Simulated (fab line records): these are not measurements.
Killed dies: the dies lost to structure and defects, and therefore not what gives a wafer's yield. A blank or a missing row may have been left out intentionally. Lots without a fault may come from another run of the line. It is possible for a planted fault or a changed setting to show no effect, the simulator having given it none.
fab line records | flow nandHarc | part 1 of 2: steps 1 to 4 of 6
[record] lots = 23 wafers = 69 lastDay = 25
route steps=1159 shown A_STAIRCASE@741 A_SLIT@797 A_WL_FILL@810
lots that met no fault: taken from a fault-free run of the same line
startH: the number of hours between the record's first day and the start of the first shown wafer of the lot | waitH: hours since the lot's step before | " repeats the value in the row above | L1.1+2: several wafers, shown together as one row | - no value, or no start was given | * or withheld: withheld | < > ~ a bound
route shown NAME@n: names a module that has steps shown in the file, with the first one's number in the route | usual: the fault-free wafers' mean and standard deviation | same: alike in all rows | chamber/n: place in a boat | sites: the reading at each site | _std_site: their standard deviation | _edge_site: outer sites' mean less inner sites' | radiusMm: how far each site lies from the wafer's centre | mask NAME#n: copy n | behind: the tool/chamber that last shaped the wafer | hold: reason for holding the lot/hours on hold/outcome of the hold | device: whichever transistor did not switch (one of n, p or np) | end of line: the route-end tests of the same wafers | step lacking rows: just its recipe | killed: dies that structure and defects cost at the first sort, which is not the same as the wafer's yield | map: the dies of a wafer, with x for killed, . for not killed, _ for no die there
set.NAME: the setting that was run; set.NAME@STEP: the one run at that earlier step | model.NAME: the simulator's own value behind a step, which no gauge read
the route's steps for a sample of lots (tables are steps, rows are wafers)
services: a tool's chamber out of use, with start hour (startH, from the record's first day; less than 0 if before it), hours out, and reason
[[steps]]
[step NHARC_A_STAIRCASE_STRIP_475]
[recipe] timeS = 20 o2FlowSccm = 500 arFlowSccm = 0 biasW = 0 chemistry = O2
[usual] chamberPressureMTorr = 60.01/0.051 drypumpMotorCurrentA = 5.7/0.32 mfcArSccm = 0.013/0.017 oesProductAu = 1.001/0.011 rfVppV = 57.8/0.96 showerheadPlenumPTorr = 3.54/0.18 throttleValvePct = 17.036/0.0095
// columns lot.wafer tool chamber startH waitH chamberPressureMTorr drypumpMotorCurrentA mfcArSccm oesProductAu rfHoursCounterH rfVppV showerheadPlenumPTorr throttleValvePct
L075.4 rieDiel-02 1 - - 60.11 5.6 0.001 0.979 54 57.0 3.55 17.043
L075.3 " 2 " " 59.97 5.9 0 0.985 51 59.3 3.78 17.035
L075.2 " 3 " " 60.03 5.6 0 0.999 50 57.5 3.34 17.017
L074.1 rieDiel-03 3 - - 60.09 6.2 0 0.998 29 56.3 3.32 17.050
L074.5 " 3 " " 60.03 6.2 0 1.002 - 57.0 3.32 17.022
L074.6 " 0 " " 60.07 5.2 0.042 1.005 - 57.4 3.40 17.040
L077.4 rieDiel-02 1 - - 59.91 5.6 0.001 0.977 60 57.6 3.55 17.037
L077.3 " 3 " " 60.08 5.6 0 1.005 55 56.8 3.34 17.031
L077.6 " 1 " " 59.98 5.6 0.001 0.971 - 59.9 3.55 17.027
L076.3 rieDiel-03 2 - - 60.02 5.3 0 1.012 35 59.5 3.79 17.048
L076.4 " 0 " " 60.06 5.3 0.042 1.020 35 56.2 3.40 17.026
L076.5 " 2 " " 60.01 5.3 0 1.007 - 59.0 3.79 17.021
L078.2 rieDiel-09 3 - - 59.99 6.2 0 0.995 31 58.7 3.75 17.037
L078.5 " 1 " " 59.98 5.2 0.040 0.990 - 57.3 3.68 17.035
L078.6 " 2 " " 59.99 5.6 0.034 1.006 - 59.0 3.55 17.034
L080.2 rieDiel-09 3 - - 59.96 6.2 0 1.001 31 60.0 3.75 17.031
L080.6 " 2 " " 59.99 5.6 0.034 1.006 - 57.7 3.56 17.043
L080.5 " 3 " " 60.02 6.2 0 0.992 - 56.4 3.75 17.036
L081.1 rieDiel-03 3 - - 60.05 6.2 0 1.010 41 56.8 3.31 17.047
L081.3 " 0 " " 59.97 5.3 0.042 1.017 40 56.6 3.40 17.034
L081.4 " 2 " " 59.92 5.3 0 1.002 40 58.2 3.78 17.035
L079.4 rieDiel-09 1 - - 60.00 5.2 0.040 0.997 24 57.4 3.68 17.046
L079.6 " 3 " " 60.10 6.2 0 1.021 - 58.0 3.75 17.024
L079.5 " 0 " " 59.99 5.6 0 1.017 - 57.1 3.35 17.039
L083.1 rieDiel-03 1 - - 60.05 5.8 0.021 1.001 49 57.5 3.28 17.041
L083.4 " 2 " " 59.98 5.3 0 1.003 50 59.7 3.78 17.038
L083.6 " 0 " " 59.99 5.2 0.042 1.011 - 58.0 3.39 17.028
L084.4 rieDiel-02 2 - - 60.03 5.9 0 0.990 11 56.8 3.77 17.046
L084.6 " 3 " " 60.01 5.6 0 1.000 - 57.7 3.33 17.037
L084.5 " 0 " " 59.99 5.8 0.032 1.012 - 58.1 3.52 17.018
L082.2 rieDiel-02 0 - - 59.88 5.8 0.032 1.012 10 57.3 3.52 17.035
L082.6 " 2 " " 60.02 5.9 0 0.986 - 58.2 3.77 17.043
L082.5 " 3 " " 60.08 5.6 0 0.995 - 56.7 3.33 17.035
L085.2 rieDiel-02 2 - - 59.97 5.9 0 0.984 17 58.8 3.76 17.019
L085.3 " 0 " " 59.97 5.8 0.032 1.011 16 58.2 3.52 17.059
L085.5 " 1 " " 59.95 5.6 0.001 0.983 - 57.8 3.54 17.055
L086.1 rieDiel-09 2 385.04 0.2 60.05 5.6 0.034 1.017 46 57.6 3.54 17.038
L086.3 " 3 " " 60.06 6.2 0 1.010 49 58.4 3.74 17.033
L086.2 " 0 " " 59.94 5.6 0 1.007 48 58.5 3.34 17.041
L088.1 rieDiel-09 3 385.94 0.6 59.98 6.2 0 1.007 49 58.6 3.74 17.034
L088.5 " 3 " " 60.02 6.2 0 1.013 - 59.6 3.74 17.053
L088.6 " 0 " " 60.04 5.6 0 1.009 - 58.5 3.34 17.038
L087.1 rieDiel-09 3 387.00 0.2 59.94 6.2 0 1.008 49 57.8 3.74 17.022
L087.4 " 2 " " 60.08 5.6 0.034 1.011 - 57.0 3.54 17.046
L087.5 " 3 " " 60.06 6.2 0 1.002 - 60.0 3.74 17.039
L090.3 rieDiel-03 0 - - 60.02 5.3 0.042 1.012 1 57.1 3.38 17.047
L090.5 " 1 " " 60.06 5.7 0.021 1.005 - 56.6 3.81 17.018
L090.6 " 2 " " 60.05 5.3 0 1.013 - 59.1 3.77 17.053
L089.2 rieDiel-09 3 403.78 0.3 59.91 6.2 0 1.003 57 58.3 3.74 17.041
L089.1 " 1 " " 59.98 5.2 0.040 0.989 51 57.8 3.66 17.040
L089.5 " 3 " " 60.04 6.2 0 1.001 - 59.1 3.74 17.022
L092.3 rieDiel-03 0 - - 59.97 5.3 0.042 1.000 5 57.5 3.38 17.036
L092.2 " 2 " " 59.94 5.3 0 0.995 5 58.1 3.77 17.019
L092.6 " 1 " " 59.95 5.8 0.021 0.999 - 58.1 3.80 17.011
L093.4 rieDiel-09 1 - - 59.94 5.2 0.040 1.001 56 58.3 3.66 17.026
L093.3 " 3 " " 60.02 6.2 0 1.007 61 57.5 3.74 17.019
L093.6 " 0 " " 60.00 5.6 0 1.006 - 57.6 3.33 17.019
L094.4 rieDiel-02 3 - - 59.98 5.5 0 0.993 35 58.5 3.32 17.041
L094.3 " 0 " " 59.97 5.8 0.032 1.012 36 55.6 3.51 17.037
L094.1 " 1 " " 60.07 5.6 0.001 0.977 38 58.3 3.52 17.048
L096.1 rieDiel-03 1 - - 59.98 5.7 0.021 0.994 16 57.0 3.80 17.048
L096.2 " 0 " " 60.10 5.3 0.042 1.014 16 56.7 3.38 17.037
L096.5 " 1 " " 60.05 5.7 0.021 1.001 - 57.1 3.80 17.034
L095.2 rieDiel-09 3 - - 60.01 6.2 0 1.015 2 59.8 3.73 17.034
L095.4 " 1 " " 60.05 5.2 0.040 1.002 2 57.2 3.66 17.039
L095.5 " 3 " " 59.93 6.2 0 1.004 - 59.5 3.73 17.044
L097.3 rieDiel-03 3 - - 60.09 6.2 0 0.983 18 56.5 3.29 17.040
L097.2 " 1 " " 59.97 5.7 0.021 1.004 20 58.9 3.80 17.028
L097.5 " 3 " " 60.04 6.2 0 0.998 - 57.7 3.29 17.034
[step NHARC_A_SLIT_ETCH_26]
[recipe] biasV = 400 sourceW = 2000 pressureMtorr = 25 timeS = 90 arFlowSccm = 375 c4f8FlowSccm = 41.7 o2FlowSccm = 83.3 targetDepthA = 4000 chemistry = C4F8/O2/Ar
[usual] chamberPressureMTorr = 24.999/0.022 drypumpMotorCurrentA = 5.7/0.39 mfcArSccm = 375.2/1.3 showerheadPlenumPTorr = 3.71/0.098 throttleValvePct = 27.618/0.0086
// columns lot.wafer tool chamber startH waitH chamberPressureMTorr drypumpMotorCurrentA mfcArSccm rfHoursCounterH showerheadPlenumPTorr throttleValvePct
L075.2 harEtch-02 1 315.91 1.0 25.011 6.0 375.2 172 3.78 27.624
L075.3 " 0 " " 24.998 5.1 377.7 - 3.72 27.617
L075.4 " 1 " " 25.028 6.1 376.3 - 3.78 27.623
L074.1 harEtch-02 0 317.54 1.2 25.005 5.1 375.6 174 3.72 27.616
L074.6 " 0 " " 24.988 5.1 378.9 - 3.72 27.628
L074.5 " 1 " " 24.958 6.1 375.2 - 3.78 27.601
L076.4 harEtch-02 1 334.95 0.8 25.009 6.1 375.6 - 3.78 27.619
L076.3 " 0 " " 25.010 5.1 375.2 - 3.71 27.613
L076.5 " 1 " " 25.009 6.1 375.6 - 3.78 27.626
L077.3 harEtch-01 0 335.12 0.8 24.996 5.7 375.2 - 3.57 27.641
L077.4 " 1 " " 24.974 6.0 375.7 - 3.83 27.609
L077.6 " 1 " " 25.010 6.0 374.5 - 3.83 27.622
L080.2 harEtch-01 1 348.12 1.0 25.004 6.1 374.6 11 3.83 27.617
L080.6 " 0 " " 24.989 5.8 376.4 - 3.57 27.612
L080.5 " 1 " " 24.978 6.0 373.3 - 3.83 27.622
L081.1 harEtch-02 0 349.69 1.2 24.987 5.1 374.7 193 3.71 27.634
L081.4 " 0 " " 24.976 5.1 373.2 - 3.71 27.629
L081.3 " 1 " " 24.987 6.1 375.9 - 3.77 27.617
L079.4 harEtch-01 1 350.10 0.8 25.012 6.1 376.0 - 3.83 27.617
L079.6 " 1 " " 24.994 6.0 374.9 - 3.83 27.626
L079.5 " 0 " " 24.998 5.7 375.9 - 3.57 27.630
L078.2 harEtch-02 1 351.36 1.2 24.972 6.0 375.7 194 3.77 27.612
L078.6 " 1 " " 25.005 6.0 376.6 - 3.77 27.612
L078.5 " 0 " " 25.000 5.1 375.9 - 3.70 27.613
L083.1 harEtch-01 0 369.92 1.2 24.936 5.7 374.1 18 3.57 27.630
L083.4 " 0 " " 25.007 5.7 374.6 - 3.57 27.611
L083.6 " 0 " " 25.024 5.7 374.5 - 3.57 27.621
L084.4 harEtch-02 0 381.07 0.8 24.989 5.1 374.2 - 3.70 27.620
L084.5 " 0 " " 25.003 5.1 374.0 - 3.70 27.616
L084.6 " 1 " " 24.977 6.0 375.5 - 3.76 27.622
L082.2 harEtch-01 0 381.20 1.0 24.991 5.7 376.5 27 3.56 27.629
L082.5 " 1 " " 25.030 6.0 377.2 - 3.82 27.614
L082.6 " 0 " " 25.000 5.7 377.4 - 3.56 27.630
L085.2 harEtch-01 0 398.87 1.2 24.993 5.7 374.4 32 3.56 27.615
L085.3 " 1 " " 24.974 6.0 373.7 - 3.82 27.636
L085.5 " 1 " " 25.000 6.0 375.2 - 3.82 27.633
L086.2 harEtch-01 0 400.53 1.2 25.012 5.7 374.6 34 3.56 27.620
L086.1 " 1 " " 25.029 6.1 376.2 34 3.82 27.610
L086.3 " 0 " " 25.016 5.8 375.0 - 3.56 27.628
L088.1 harEtch-01 1 402.23 1.3 25.008 6.0 372.2 35 3.82 27.629
L088.5 " 1 " " 25.010 6.0 374.0 - 3.82 27.604
L088.6 " 0 " " 25.023 5.7 376.4 - 3.56 27.615
L087.1 harEtch-02 0 402.31 1.0 25.032 5.1 372.3 217 3.69 27.612
L087.4 " 0 " " 24.984 5.1 373.2 - 3.69 27.623
L087.5 " 1 " " 25.027 6.1 376.7 - 3.76 27.604
L089.2 harEtch-02 0 417.91 1.2 24.997 5.1 375.2 222 3.69 27.623
L089.1 " 1 " " 25.004 6.1 374.2 222 3.76 27.627
L089.5 " 0 " " 25.038 5.1 375.2 - 3.69 27.625
L090.3 harEtch-01 1 419.06 0.6 24.991 6.0 374.5 - 3.81 27.623
L090.6 " 0 " " 25.031 5.7 376.0 - 3.55 27.624
L090.5 " 1 " " 24.987 6.0 373.5 - 3.81 27.604
L092.2 harEtch-01 0 430.20 1.0 25.025 5.7 374.0 46 3.55 27.614
L092.3 " 1 " " 24.992 6.1 374.5 - 3.81 27.604
L092.6 " 1 " " 24.979 6.0 375.5 - 3.81 27.619
L093.3 harEtch-01 1 431.91 0.8 25.004 6.0 375.7 - 3.81 27.611
L093.4 " 0 " " 25.035 5.7 375.7 - 3.55 27.618
L093.6 " 1 " " 24.994 6.0 376.8 - 3.81 27.622
L094.1 harEtch-02 1 449.03 1.0 25.014 6.1 373.4 237 3.75 27.624
L094.3 " 0 " " 25.015 5.1 374.7 - 3.68 27.638
L094.4 " 1 " " 25.014 6.1 374.0 - 3.75 27.611
L096.2 harEtch-01 0 459.18 1.2 25.007 5.7 376.7 57 3.55 27.625
L096.1 " 1 " " 24.988 6.0 373.9 57 3.80 27.611
L096.5 " 1 " " 25.012 6.0 372.3 - 3.80 27.614
L095.2 harEtch-02 0 460.65 1.2 24.960 5.1 376.1 238 3.68 27.626
L095.4 " 1 " " 24.998 6.1 373.7 - 3.75 27.625
L095.5 " 0 " " 25.009 5.1 373.9 - 3.68 27.618
L097.2 harEtch-02 1 471.18 1.2 24.971 6.1 375.3 248 3.74 27.600
L097.3 " 0 " " 24.963 5.1 374.4 - 3.67 27.628
L097.5 " 0 " " 24.991 5.1 374.7 - 3.67 27.622
[step NHARC_A_WL_FILL_RTA_01]
[recipe] tempC = 1000 timeS = 5
[usual] lampPowerPct = 27.2/2.6 lamp_zone_6_pct = 27.1/2.6 wafer_temp_C_max = 1005.5/1.9
// columns lot.wafer tool chamber startH waitH lampPowerPct lamp_zone_6_pct wafer_temp_C_max
L075.2 rtpAnneal-02 0 326.88 - 24.6 24.5 1003.1
L075.3 " 0 " " 24.6 24.5 1003.7
L075.4 " 0 " " 24.6 24.6 1002.8
L074.1 rtpAnneal-02 0 327.03 - 24.6 24.6 1004.6
L074.5 " 0 " " 24.6 24.5 1003.0
L074.6 " 0 " " 24.6 24.6 1004.8
L077.3 rtpAnneal-02 0 344.14 - 24.5 24.5 1005.3
L077.4 " 0 " " 24.6 24.5 1004.5
L077.6 " 0 " " 24.5 24.5 1002.6
L076.3 rtpAnneal-01 0 344.15 - 29.7 29.6 1008.3
L076.4 " 0 " " 29.7 29.6 1007.3
L076.5 " 0 " " 29.7 29.6 1007.4
L081.1 rtpAnneal-01 0 357.30 - 29.8 29.7 1008.5
L081.3 " 0 " " 29.7 29.7 1006.9
L081.4 " 0 " " 29.8 29.7 1009.7
L079.4 rtpAnneal-01 0 357.55 - 29.8 29.7 1007.4
L079.5 " 0 " " 29.8 29.7 1007.0
L079.6 " 0 " " 29.8 29.7 1007.1
L080.2 rtpAnneal-02 0 357.55 - 24.6 24.6 1003.8
L080.5 " 0 " " 24.6 24.6 1003.4
L080.6 " 0 " " 24.6 24.6 1004.5
L078.2 rtpAnneal-01 0 362.10 - 29.8 29.7 1006.2
L078.5 " 0 " " 29.7 29.7 1008.1
L078.6 " 0 " " 29.7 29.7 1006.6
L083.1 rtpAnneal-01 0 380.10 - 29.7 29.7 1007.7
L083.4 " 0 " " 29.7 29.7 1007.6
L083.6 " 0 " " 29.8 29.7 1006.3
L082.2 rtpAnneal-01 0 390.22 - 29.7 29.7 1005.4
L082.5 " 0 " " 29.7 29.7 1005.0
L082.6 " 0 " " 29.7 29.7 1006.0
L084.4 rtpAnneal-02 0 390.29 - 24.6 24.6 1005.8
L084.5 " 0 " " 24.6 24.6 1001.9
L084.6 " 0 " " 24.6 24.5 1003.7
L085.2 rtpAnneal-02 0 410.49 - 24.6 24.5 1005.8
L085.3 " 0 " " 24.6 24.5 1006.2
L085.5 " 0 " " 24.6 24.6 1004.0
L086.1 rtpAnneal-02 0 410.63 - 24.6 24.6 1005.1
L086.2 " 0 " " 24.7 24.5 1003.2
L086.3 " 0 " " 24.6 24.6 1003.9
L088.1 rtpAnneal-01 0 411.37 - 29.8 29.7 1006.1
L088.5 " 0 " " 29.8 29.6 1006.8
L088.6 " 0 " " 29.7 29.7 1007.5
L087.1 rtpAnneal-01 0 411.54 - 29.7 29.7 1007.9
L087.4 " 0 " " 29.7 29.7 1006.1
L087.5 " 0 " " 29.8 29.7 1008.2
L089.1 rtpAnneal-01 0 427.08 - 29.7 29.7 1005.8
L089.2 " 0 " " 29.7 29.7 1007.8
L089.5 " 0 " " 29.8 29.6 1006.1
L090.3 rtpAnneal-01 0 427.30 - 29.7 29.6 1006.9
L090.5 " 0 " " 29.7 29.7 1006.1
L090.6 " 0 " " 29.8 29.7 1005.7
L093.3 rtpAnneal-02 0 440.66 - 24.7 24.6 1003.1
L093.4 " 0 " " 24.6 24.6 1003.3
L093.6 " 0 " " 24.6 24.6 1003.7
L092.2 rtpAnneal-02 0 440.95 - 24.6 24.6 1004.0
L092.3 " 0 " " 24.6 24.5 1004.5
L092.6 " 0 " " 24.7 24.6 1005.8
L094.1 rtpAnneal-02 0 458.13 - 24.6 24.6 1003.2
L094.3 " 0 " " 24.7 24.6 1002.8
L094.4 " 0 " " 24.6 24.6 1003.7
L096.1 rtpAnneal-02 0 468.97 - 24.6 24.5 1004.2
L096.2 " 0 " " 24.5 24.5 1003.9
L096.5 " 0 " " 24.6 24.6 1003.8
L095.2 rtpAnneal-02 0 469.17 - 24.6 24.5 1002.9
L095.4 " 0 " " 24.6 24.6 1003.3
L095.5 " 0 " " 24.6 24.5 1003.2
L097.2 rtpAnneal-01 0 482.87 - 29.7 29.7 1012.1
L097.3 " 0 " " 29.8 29.7 1005.8
L097.5 " 0 " " 29.7 29.7 1007.8
[step NHARC_A_WL_FILL_STRIP_27]
[recipe] powerW = 1500 tempC = 250 timeS = 20 chemistry = N2/H2
[usual] drypumpMotorCurrentA = 6.0/0.51 heaterPowerW = 336/37 tempC = 249.99/0.19
// columns lot.wafer tool chamber startH waitH drypumpMotorCurrentA heaterPowerW rfHoursCounterH tempC
L075.2 plasmaAsher-01 1 331.32 0.2 6.3 325 15 249.86
L075.4 " 0 " " 6.5 374 - 250.14
L075.3 " 1 " " 6.3 326 - 250.10
L074.1 plasmaAsher-02 0 331.36 0.1 5.2 271 50 250.12
L074.5 " 0 " " 5.2 272 - 250.06
L074.6 " 1 " " 6.0 361 - 250.02
L077.3 plasmaAsher-01 1 348.47 0.1 6.3 319 - 249.94
L077.4 " 0 " " 6.5 370 - 249.64
L077.6 " 0 " " 6.5 368 - 249.81
L076.3 plasmaAsher-02 0 348.47 0.1 5.2 276 - 250.17
L076.4 " 1 " " 6.0 362 - 249.86
L076.5 " 0 " " 5.2 266 - 249.92
L081.1 plasmaAsher-01 1 361.65 0.1 6.3 326 24 249.92
L081.4 " 0 " " 6.5 367 - 249.75
L081.3 " 1 " " 6.3 322 - 250.03
L079.4 plasmaAsher-01 0 361.92 0.2 6.5 366 - 250.00
L079.5 " 1 " " 6.3 321 - 249.88
L079.6 " 0 " " 6.5 376 - 250.02
L080.2 plasmaAsher-01 0 364.53 0.2 6.5 371 25 250.24
L080.5 " 1 " " 6.3 325 - 249.88
L080.6 " 0 " " 6.5 365 - 249.82
L078.2 plasmaAsher-01 1 366.59 0.3 6.3 316 27 250.18
L078.6 " 0 " " 6.5 361 - 250.09
L078.5 " 1 " " 6.3 318 - 249.93
L083.1 plasmaAsher-01 1 384.84 0.1 6.3 328 34 249.91
L083.4 " 0 " " 6.5 365 - 249.80
L083.6 " 1 " " 6.3 325 - 250.18
L082.2 plasmaAsher-02 0 401.92 0.2 5.2 289 11 249.95
L082.6 " 1 " " 6.0 365 - 249.88
L082.5 " 0 " " 5.2 279 - 250.17
L084.4 plasmaAsher-02 1 402.07 0.2 6.0 355 - 250.06
L084.6 " 1 " " 6.0 365 - 249.98
L084.5 " 0 " " 5.2 281 - 249.71
L085.2 plasmaAsher-02 1 414.87 0.1 5.9 370 14 250.05
L085.3 " 1 " " 5.9 365 - 249.98
L085.5 " 0 " " 5.2 288 - 249.87
L086.1 plasmaAsher-02 0 414.98 0.2 5.1 281 14 249.72
L086.2 " 1 " " 5.9 368 14 250.02
L086.3 " 1 " " 6.0 367 - 250.54
L088.1 plasmaAsher-01 1 417.69 0.1 6.3 325 47 249.94
L088.6 " 0 " " 6.5 369 - 249.81
L088.5 " 1 " " 6.3 326 - 250.14
L087.1 plasmaAsher-02 1 417.83 0.1 5.9 367 15 250.07
L087.4 " 1 " " 6.0 368 - 249.89
L087.5 " 0 " " 5.2 276 - 250.00
L089.2 plasmaAsher-02 1 431.37 0.1 6.0 371 21 250.11
L089.1 " 0 " " 5.2 282 21 250.11
L089.5 " 1 " " 6.0 364 - 250.26
L090.3 plasmaAsher-02 1 431.68 0.1 6.0 367 - 250.01
L090.5 " 1 " " 6.0 364 - 249.88
L090.6 " 0 " " 5.1 288 - 249.89
L093.3 plasmaAsher-01 1 444.99 0.1 6.3 324 - 250.09
L093.4 " 0 " " 6.5 372 - 249.98
L093.6 " 0 " " 6.5 374 - 249.88
L092.2 plasmaAsher-02 1 447.80 0.1 5.9 373 26 249.82
L092.3 " 1 " " 5.9 374 - 249.68
L092.6 " 1 " " 5.9 370 - 249.82
L094.1 plasmaAsher-01 1 462.61 0.1 6.3 341 0 249.90
L094.4 " 1 " " 6.3 335 - 249.94
L094.3 " 0 " " 6.5 377 - 249.92
L096.1 plasmaAsher-02 0 473.37 0.1 5.2 278 37 250.24
L096.2 " 1 " " 5.9 375 37 250.18
L096.5 " 0 " " 5.2 285 - 250.15
L095.2 plasmaAsher-01 1 474.01 0.1 6.3 344 6 250.12
L095.4 " 1 " " 6.3 343 - 250.23
L095.5 " 1 " " 6.3 356 - 250.09
L097.2 plasmaAsher-01 1 490.71 0.3 6.3 357 11 250.02
L097.3 " 1 " " 6.3 355 - 250.09
L097.5 " 0 " " 6.5 372 - 249.73
